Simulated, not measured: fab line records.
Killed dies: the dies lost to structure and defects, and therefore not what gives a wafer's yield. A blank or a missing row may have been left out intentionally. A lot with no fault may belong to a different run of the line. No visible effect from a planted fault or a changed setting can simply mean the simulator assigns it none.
Chamber matching	flow n5-finfet	4 sister chambers for N5_MOL_CONTACT_COAG_CMP_23 on cmp-04
The step polishes, stops on SiO2, t overpolish 1.5 s, target thk 0 nm. 8 wafers are shown with their chamber, then 8 later ones without.

WAFERS WITH THEIR CHAMBER
wafer	chamber	motor-current-A (A)	time-to-endpoint-s (s)
L079.4	1	8.4	11.1
L083.2	3	8.4	5.4
L083.3	1	8.7	9.8
L083.6	2	7.1	7.6
L091.2	0	7.3	6.6
L091.5	3	8.5	10.4
L091.6	0	7.5	8.4
L093.2	2	7.5	13.2

WAFERS MISSING THEIR CHAMBER
wafer	motor-current-A (A)	time-to-endpoint-s (s)
L093.4	8.4	9.2
L093.6	7.9	14.5
L096.2	7.3	12.8
L096.5	8.5	13.9
L096.6	7.4	12.4
L097.1	7.5	11.6
L097.5	8.2	12.7
L097.6	7.2	8.0

THE CHAMBER EACH PASSED THROUGH
wafer	from the rows above	in truth
L093.4	can't be placed: 3 or 1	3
L093.6	can't be placed: 2 or 0 or 1 or 3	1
L096.2	can't be placed: 2 or 0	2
L096.5	can't be placed: 1 or 3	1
L096.6	can't be placed: 2 or 0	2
L097.1	can't be placed: 2 or 0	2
L097.5	can't be placed: 1 or 3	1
L097.6	can't be placed: 2 or 0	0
Correct placement for 0 of the 8. Cannot be placed on the basis of these rows: 8; the candidates contain the true chamber in 8. Number placed wrongly: 0.
How it was worked out, from the rows above alone: a wafer's distance from a chamber is the root of the sum, over the readings, of the square of ((its reading less the chamber's mean) divided by the reading's scatter). If the next closest chamber is less than 2 further off than the closest, the wafer can't be placed; otherwise it belongs to the closest. A chamber's mean is the mean of its shown wafers. The scatter: the root of (the sum of the squares of (reading less its chamber's mean) over the shown wafers, divided by (wafers less chambers)).
